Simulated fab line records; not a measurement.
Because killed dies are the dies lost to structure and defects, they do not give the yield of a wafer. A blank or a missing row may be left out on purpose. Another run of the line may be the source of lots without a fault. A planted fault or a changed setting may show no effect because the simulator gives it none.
fab line records	flow nandHarc
[record] lots = 12	wafers = 36	lastDay = 32
route steps=1302 shown P_M0@272 P_M1@285 END@1302
lots untouched by any fault: they come from a run of this same line in which no faults occurred
startH: the number of hours between the record's first day and the start of the first shown wafer of the lot	waitH: hours elapsed since this lot's preceding step	" repeats the value in the row above	L1.1+2: a row that stands for several wafers	- either no value or no given start	* or withheld: withheld	< > ~ a bound
route shown NAME@n: a module of which the file shows steps, and the number in the route of the first	usual: average and standard deviation across the fault-free wafers	same: alike in all rows	chamber/n: place in a boat	sites: per-site readings	_std_site: their standard deviation	_edge_site: mean of outer sites minus mean of inner sites	radiusMm: how far each site lies from the wafer's centre	mask NAME#n: copy n	behind: the most recent tool/chamber to have shaped the wafer	hold: what put the lot on hold/how long, in hours/how the hold closed	device: which transistor (n, p or np) failed to switch	end of line: the route-end tests of the same wafers	a step without rows: its recipe alone	killed: the dies lost at the first sort to structure and to defects; this is not the yield of the wafer	map: dies across one wafer; x = killed, . = not, _ = none there
set.NAME: the run value of the setting; set.NAME@STEP: its run value at that earlier step	model.NAME: the simulator's own value behind a step, which no gauge read
one table for each step of the route and one row for each wafer, over a sample of lots
services: when a tool's chamber went out of use (startH, in hours from the record's first day, below 0 if earlier), for how many hours, and the reason
[[steps]]
[step NHARC_P_M0_DEGAS_28]
[recipe] tempC = 250	timeS = 60
[usual] heaterPowerW = 318/24	susceptorTempC = 249.99/0.19
lot.wafer	tool	chamber	startH	waitH	heaterPowerW	susceptorTempC
L111.4	pvdSputter-01	-	123.65	-	315	250.00
L111.1	"	-	"	"	314	250.25
L111.3	"	-	"	"	279	249.74
L112.1	pvdSputter-01	-	141.32	-	345	249.86
L112.3	"	-	"	"	272	249.95
L112.5	"	-	"	"	320	249.99
L113.2	pvdSputter-01	-	151.10	-	301	-
L113.4	"	-	"	"	368	-
L113.5	"	-	"	"	305	-
L114.2	pvdSputter-03	-	153.66	-	316	249.68
L114.3	"	-	"	"	312	250.08
L114.1	"	-	"	"	339	250.00
L115.4	pvdSputter-01	-	159.41	-	312	249.65
L115.5	"	-	"	"	351	249.84
L115.6	"	-	"	"	312	250.05
L116.4	pvdSputter-01	-	174.44	-	363	249.73
L116.1	"	-	"	"	314	250.04
L116.6	"	-	"	"	279	249.79
L121.4	pvdSputter-01	-	219.32	-	304	249.98
L121.3	"	-	"	"	278	250.13
L121.6	"	-	"	"	344	250.21
L122.1	pvdSputter-02	-	231.56	-	333	249.86
L122.5	"	-	"	"	329	249.79
L122.6	"	-	"	"	333	250.13
L123.4	pvdSputter-02	-	240.82	-	314	-
L123.1	"	-	"	"	337	-
L123.5	"	-	"	"	330	-
L125.3	pvdSputter-03	-	272.64	-	296	250.08
L125.1	"	-	"	"	350	250.34
L125.4	"	-	"	"	341	250.11
L127.4	pvdSputter-01	-	293.36	-	268	249.96
L127.2	"	-	"	"	343	250.21
L127.5	"	-	"	"	264	249.93
L129.1	pvdSputter-01	-	306.18	-	300	250.00
L129.4	"	-	"	"	269	250.00
L129.6	"	-	"	"	304	250.12
[step NHARC_P_M0_DEP_32]
[recipe] targetThkA = 300	tempC = 370	targetThkNm = 30	pressureTorr = 3	flowSccm = 200	rfW = 450	material = SiCN
[usual] heaterPowerW = 575/72	rfFwdPowerW = 448.9/1.4	susceptorTempC = 370.02/0.22
lot.wafer	tool	chamber	startH	waitH	heaterPowerW	rfFwdPowerW	susceptorTempC
L111.3	pecvd-02	0	125.39	0.1	665	450.6	369.59
L111.1	"	1	"	"	594	450.2	370.16
L111.4	"	1	"	"	602	449.7	370.63
L112.3	pecvd-02	0	143.03	0.1	659	450.9	370.19
L112.1	"	2	"	"	555	449.7	370.12
L112.5	"	1	"	"	557	446.4	370.15
L113.2	pecvd-03	1	152.88	0.1	436	449.2	370.16
L113.4	"	0	"	"	650	448.1	370.20
L113.5	"	1	"	"	447	446.8	369.69
L114.2	pecvd-03	2	155.40	0.1	685	449.7	369.86
L114.3	"	0	"	"	705	448.4	369.86
L114.1	"	1	"	"	512	449.0	369.84
L115.4	pecvd-01	2	161.90	0.8	422	449.9	369.83
L115.6	"	0	"	"	656	448.9	369.72
L115.5	"	1	"	"	506	449.6	370.21
L116.1	pecvd-01	0	176.18	0.1	604	446.5	369.78
L116.6	"	2	"	"	516	449.6	369.82
L116.4	"	1	"	"	574	451.5	370.19
L121.3	pecvd-01	0	221.03	0.1	597	450.1	370.07
L121.4	"	0	"	"	604	449.8	369.77
L121.6	"	1	"	"	584	446.8	369.96
L122.1	pecvd-03	2	233.25	0.1	590	449.4	369.91
L122.5	"	0	"	"	614	448.5	370.01
L122.6	"	1	"	"	502	448.7	370.16
L123.1	pecvd-01	0	242.63	0.1	633	449.5	370.01
L123.5	"	2	"	"	486	449.6	369.72
L123.4	"	0	"	"	663	449.3	370.13
L125.3	pecvd-02	0	274.66	0.1	592	449.1	369.84
L125.1	"	2	"	"	509	448.8	370.01
L125.4	"	1	"	"	613	451.3	369.94
L127.2	pecvd-02	0	295.07	0.1	661	449.0	370.43
L127.5	"	0	"	"	647	451.2	370.19
L127.4	"	2	"	"	569	450.8	370.13
L129.1	pecvd-02	2	308.20	0.1	594	449.4	370.01
L129.6	"	0	"	"	658	446.1	370.58
L129.4	"	1	"	"	525	449.9	370.30
[step NHARC_P_M1_DEP_00]
[recipe] targetThkA = 1825	targetThkNm = 182.5	tempC = withheld	pressureTorr = 5	flowSccm = 200	rfW = 600	material = SiOC
[usual] rfFwdPowerW = 598.2/2
lot.wafer	tool	chamber	startH	waitH	rfFwdPowerW
L111.1	pecvd-01	0	125.76	-	601.0
L111.3	"	2	"	"	598.6
L111.4	"	1	"	"	597.0
L112.3	pecvd-01	2	143.44	-	596.8
L112.1	"	0	"	"	599.7
L112.5	"	2	"	"	595.7
L113.2	pecvd-01	0	153.31	-	597.1
L113.5	"	1	"	"	599.8
L113.4	"	0	"	"	597.3
L114.1	pecvd-02	0	155.81	-	601.1
L114.3	"	1	"	"	597.4
L114.2	"	2	"	"	595.1
L115.4	pecvd-03	1	162.32	-	598.1
L115.5	"	2	"	"	599.5
L115.6	"	0	"	"	597.7
L116.1	pecvd-02	2	176.60	-	598.9
L116.4	"	2	"	"	596.8
L116.6	"	0	"	"	595.7
L121.3	pecvd-03	0	221.50	-	601.1
L121.6	"	2	"	"	598.8
L121.4	"	1	"	"	596.2
L122.1	pecvd-03	1	233.74	-	595.7
L122.5	"	2	"	"	597.8
L122.6	"	0	"	"	595.7
L123.1	pecvd-02	2	242.96	-	599.7
L123.4	"	2	"	"	601.4
L123.5	"	0	"	"	599.4
L125.3	pecvd-03	1	275.07	-	596.9
L125.1	"	2	"	"	599.4
L125.4	"	0	"	"	601.2
L127.2	pecvd-01	1	295.46	-	601.8
L127.4	"	1	"	"	595.2
L127.5	"	1	"	"	596.9
L129.1	pecvd-03	2	308.66	-	600.4
L129.6	"	1	"	"	600.5
L129.4	"	2	"	"	599.6
[step NHARC_P_M1_OVL_MEAS_10]
[recipe] pitchNm = 260
[usual] overlayXNm = 0.1/0.94	overlayYNm = -0.2/0.88
lot.wafer	tool	chamber	startH	waitH	overlayXNm	overlayYNm
L111.1	overlay-02	-	126.68	-	1.0	0.9
L111.3	"	-	"	"	2.2	0.9
L111.4	"	-	"	"	1.0	0.8
L112.1	overlay-01	-	144.24	-	0.1	0.4
L112.3	"	-	"	"	0.3	1.0
L112.5	"	-	"	"	0.1	0.4
L113.2	overlay-01	-	154.02	-	0.4	0.9
L113.4	"	-	"	"	1.0	0.6
L113.5	"	-	"	"	0.6	1.3
L114.1	overlay-01	-	156.60	-	0.5	-0.3
L114.2	"	-	"	"	-0.2	-1.1
L114.3	"	-	"	"	0.5	-0.7
L115.4	overlay-02	-	163.12	-	-0.1	0.0
L115.5	"	-	"	"	0.6	0.3
L115.6	"	-	"	"	0.7	-0.5
L116.1	overlay-02	-	177.35	-	-1.1	-1.9
L116.4	"	-	"	"	-0.9	-1.5
L116.6	"	-	"	"	-1.2	-1.2
L121.3	overlay-01	-	222.38	-	0.7	0.0
L121.4	"	-	"	"	0.2	-0.1
L121.6	"	-	"	"	0.0	-0.5
L122.1	overlay-01	-	234.56	-	-0.2	0.8
L122.5	"	-	"	"	0.3	0.6
L122.6	"	-	"	"	-0.2	0.8
L123.1	overlay-02	-	243.88	-	1.9	0.9
L123.4	"	-	"	"	1.8	1.0
L123.5	"	-	"	"	1.5	0.7
L125.1	overlay-01	-	276.02	-	-1.3	-0.6
L125.3	"	-	"	"	-1.3	-1.2
L125.4	"	-	"	"	-0.7	-1.2
L127.2	overlay-01	-	296.52	-	1.2	-1.2
L127.4	"	-	"	"	1.3	-1.1
L127.5	"	-	"	"	0.8	-1.0
L129.1	overlay-02	-	309.41	-	-0.2	0.5
L129.4	"	-	"	"	0.3	0.8
L129.6	"	-	"	"	0.2	0.8
[step NHARC_P_M1_INSPECT_11]
[usual] rawDefectCount = 3.8/1.9
lot.wafer	tool	chamber	startH	waitH	rawDefectCount
L111.1	defectInspect-02	-	126.72	0.0	3
L111.3	"	-	"	"	6
L111.4	"	-	"	"	5
L112.1	defectInspect-02	-	144.27	0.0	1
L112.3	"	-	"	"	2
L112.5	"	-	"	"	6
L113.2	defectInspect-02	-	154.05	0.0	1
L113.4	"	-	"	"	4
L113.5	"	-	"	"	3
L114.1	defectInspect-02	-	156.64	0.0	4
L114.2	"	-	"	"	7
L114.3	"	-	"	"	8
L115.4	defectInspect-01	-	163.15	0.0	5
L115.5	"	-	"	"	4
L115.6	"	-	"	"	4
L116.1	defectInspect-02	-	177.38	0.0	2
L116.4	"	-	"	"	2
L116.6	"	-	"	"	4
L121.3	defectInspect-02	-	222.42	0.0	1
L121.4	"	-	"	"	3
L121.6	"	-	"	"	2
L122.1	defectInspect-02	-	234.60	0.0	5
L122.5	"	-	"	"	4
L122.6	"	-	"	"	5
L123.1	defectInspect-02	-	243.92	0.0	2
L123.4	"	-	"	"	2
L123.5	"	-	"	"	4
L125.1	defectInspect-02	-	276.06	0.0	4
L125.3	"	-	"	"	1
L125.4	"	-	"	"	4
L127.2	defectInspect-01	-	296.56	0.0	4
L127.4	"	-	"	"	4
L127.5	"	-	"	"	2
L129.1	defectInspect-01	-	309.45	0.0	1247
L129.4	"	-	"	"	1355
L129.6	"	-	"	"	4
[step NHARC_END_SORT_01]
[recipe] tempC = 25
[usual] defectLimitedYield = 91.4/2.5	killedAtArray = 54/17	killedAtOther = 1.0/1.4	killedAtPeriphery = 3.6/2.1	killedDies = 58/17	killedOpen = 3.2/2	killedShort = 2.5/1.5
[same] grossDies = 677
lot.wafer	tool	chamber	startH	waitH	defectLimitedYield[%]	killedAtArray	killedAtOther	killedAtPeriphery	killedDies	killedOpen	killedShort
L129.1	prober-01	0	764.88	2.5	80.1	30	2	103	135	6	5
L129.4	prober-01	0	767.30	3.4	82.7	18	1	98	117	3	2
L129.6	prober-01	0	768.92	4.0	94.7	32	1	3	36	4	6
// killed by level:class
L129.1 P_M1:unspecified=100 A_CHANNEL_HOLE_D1:chamberFilmFlake=9 A_SLIT:chamberFilmFlake=6 A_CONTACT:chamberFilmFlake=3 A_CHANNEL_FILL_D2:geometricParticle:open=2 P_M2:chamberFilmFlake=2 A_WL_FILL:chamberFilmFlake=2 A_ONON_D1:geometricParticle:short=1
L129.4 P_M1:unspecified=95 A_CHANNEL_HOLE_D1:chamberFilmFlake=5 A_SLIT:chamberFilmFlake=4 A_CONTACT:chamberFilmFlake=3 P_M2:chamberFilmFlake=2 P_M1:geometricParticle:open=1 A_ONON_D1:geometricParticle:open=1 A_DECK1_JOINT:geometricParticle:short=1
L129.6 A_CHANNEL_HOLE_D1:chamberFilmFlake=11 A_CONTACT:chamberFilmFlake=4 A_SLIT:chamberFilmFlake=3 A_CHANNEL_FILL_D1:geometricParticle:short=2 A_WL_FILL:geometricParticle:short=2 A_ZERO_WELL:chamberFilmFlake=2 P_M2:geometricParticle:open=1 A_SOURCE_PLATE:geometricParticle:open=1
[[services]]
tool	chamber	startH	hours	kind
pecvd-01	-	130.03	13.0	pm
pecvd-01	0	130.03	13.0	ventCycle
pecvd-01	1	130.03	13.0	ventCycle
pecvd-01	2	130.03	13.0	ventCycle
pvdSputter-02	-	132.29	10.0	pm
pecvd-01	0	143.03	-	clean
pecvd-01	1	143.03	-	clean
pecvd-01	2	143.03	-	clean
pvdSputter-03	-	170.00	10.0	pm
pecvd-03	-	185.25	13.0	pm
pecvd-03	0	185.25	13.0	ventCycle
pecvd-03	1	185.25	13.0	ventCycle
pecvd-03	2	185.25	13.0	ventCycle
pecvd-01	1	189.87	3.7	repair
pecvd-03	0	198.25	-	clean
pecvd-03	1	198.25	-	clean
pvdSputter-01	-	226.87	10.0	pm
pecvd-02	-	227.41	13.0	pm
pecvd-03	-	233.94	0.7	repair
pvdSputter-01	-	239.13	5.3	repair
pecvd-03	1	254.41	4.9	repair
pecvd-01	2	285.34	10.2	repair
pecvd-03	1	285.71	4.9	repair
pecvd-01	-	308.20	0.3	repair
[[key]]
[firstSign] step = NHARC_P_M1_INSPECT_11	reading = rawDefectCount	direction = up	sigmas = 99+	usual = 3.8	struck = 1301
[effect] step = NHARC_END_SORT_01	reading = killedAtPeriphery	direction = up	sigmas = 46	usual = 3.6	struck = 100.5
[moreKillsBornAt] NHARC_P_M1_DEP_00@pecvd-03 = 195
metAt NHARC_P_M1_DEP_00
struckLots L129
struckWafers L129.1,L129.4
notActingAt NHARC_P_M0_DEGAS_28,NHARC_P_M0_DEP_32,NHARC_P_M1_OVL_MEAS_10
onsetBetween 275.07 308.66
[fault] kind = chamberParticleSource	tool = pecvd-03	chamber = 2	onsetH = 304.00	steps = NHARC_P_M1_DEP_00	ratePerVisitCm2 = 2.0355	endH = 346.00
